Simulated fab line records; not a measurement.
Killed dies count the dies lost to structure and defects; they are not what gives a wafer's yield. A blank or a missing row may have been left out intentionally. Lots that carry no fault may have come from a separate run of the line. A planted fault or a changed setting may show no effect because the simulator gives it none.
Struck lot and sound lot, side by side ; flow nandHarc ; 15 out of 1302 route steps
Sound: these wafers, L367.1, L367.2, L367.6. Struck: wafer L379.6; the same lot's L379.4 was not struck, so it is left out; see the end for the cause.
Per side, at each step with rows, come the tool, then ch with its chambers, and then its first start. Under that, the readings that differ: sound wafers ; struck wafers ; difference of the means ; sigmas: that difference in standard deviations of wafers without a fault.
alike: readings whose means differ by less than 2 such deviations, and words and numbers that are the same on both sides. not compared: withheld readings, readings that some wafer has no value for, bounds like >300 that may hide the same value, and numbers for which the record gives no deviation and whose values overlap.
The two part at a step that has a row with sigmas, a row that says differs or no value, or rows on one side only. Non-overlapping numbers with no deviation appear without sigmas and do not part them. Lack of a reading on every wafer of one side parts them only where that side has two or more wafers.

NHARC_A_SGD_CUT_THK_MEAS_22: measures by ellipsometry.
  sound: filmMetro-01 at day 20 12:14; struck: filmMetro-02 at day 25 22:04
  alike: thkNm
then, 2 steps without rows for these wafers: NHARC_A_SGD_CUT_SRD_23; NHARC_A_SGD_CUT_ETCH_26 (etches SiO2 in dHF, target depth 45.8 nm).
NHARC_A_SGD_CUT_ETCHBACK_24: etches the open film in CH3F/O2, target depth 50 nm, time 92.857 s.
  sound on rieDiel-12 ch 0,1,2, day 20 12:30; struck on rieDiel-05 ch 2, day 25 22:20
  alike: drypumpMotorCurrentA, oesProductAu, rfVppV, showerheadPlenumPTorr, throttleValvePct
  not compared: rfHoursCounterH
NHARC_A_SGD_CUT_STRIP_28: strips in O2, time 20 s.
  sound: rieDiel-12 ch 1,2; struck: rieDiel-05 ch 2
  alike: drypumpMotorCurrentA, oesProductAu, rfVppV, showerheadPlenumPTorr, throttleValvePct
  not compared: rfHoursCounterH
NHARC_A_SGD_CUT_INSPECT_25:
  sound: defectInspect-01 at day 20 12:43; struck: defectInspect-02 at day 25 22:32
  alike: rawDefectCount
NHARC_A_SLIT_DEP_25: deposits SiO2, target thk 200 nm.
  sound on pecvd-04 ch 0,1, day 20 12:49; struck on pecvd-03 ch 2, day 25 22:43
  alike: heaterPowerW, throttleValvePct
NHARC_A_SLIT_DEP_00: deposits aC, target thk 6200 nm.
  sound on aclDep-03 ch 0, day 20 16:46; struck on aclDep-02 ch 0, day 26 02:25
  alike: throttleValvePct
NHARC_A_SLIT_DEP_23: deposits SiON, target thk 100 nm.
  sound on pecvd-03 ch 0,2, day 20 20:32; struck on pecvd-01 ch 2, day 26 03:10
  alike: heaterPowerW
then, 3 steps without rows for these wafers: NHARC_A_SLIT_DEHYDRATE_01 (time 120 s); NHARC_A_SLIT_HMDS_02 (time 30 s); NHARC_A_SLIT_COAT_03 (resist thk 90 nm).
NHARC_A_SLIT_SOFTBAKE_04: time 55 s.
  sound on lithoTrack-01 ch 0, day 20 20:00; struck on lithoTrack-06 ch 0, day 26 03:00
reading;sound;struck;difference;sigmas
heaterPowerTotalW (W);188.75 188.39 188.66;219.04;+30.44;+99 or more
next, for these wafers, 1 step has no rows: NHARC_A_SLIT_EBR_05.
-- break in the record here, with 5 days between the starts of the struck wafers on either side (left off in module A_SLIT, picked up again in module END, where the first step shown is number 1302 on the route) --
NHARC_END_SORT_01:
  sound on prober-02 ch 0, day 25 15:29; struck on prober-02 ch 0, day 31 00:50
reading;sound;struck;difference;sigmas
killedAtPeriphery;5 7 10;0;-7;-3
  alike: killedAtArray, killedAtOther, killedDies, killedOpen, killedShort

== WHERE THEY PART ==
First at NHARC_A_SLIT_SOFTBAKE_04; last, within this record, at NHARC_END_SORT_01.

WHY: whatever the simulator had introduced
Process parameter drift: lithoTrack-06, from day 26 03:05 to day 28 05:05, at NHARC_A_SLIT_SOFTBAKE_04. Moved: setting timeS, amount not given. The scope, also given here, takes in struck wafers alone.
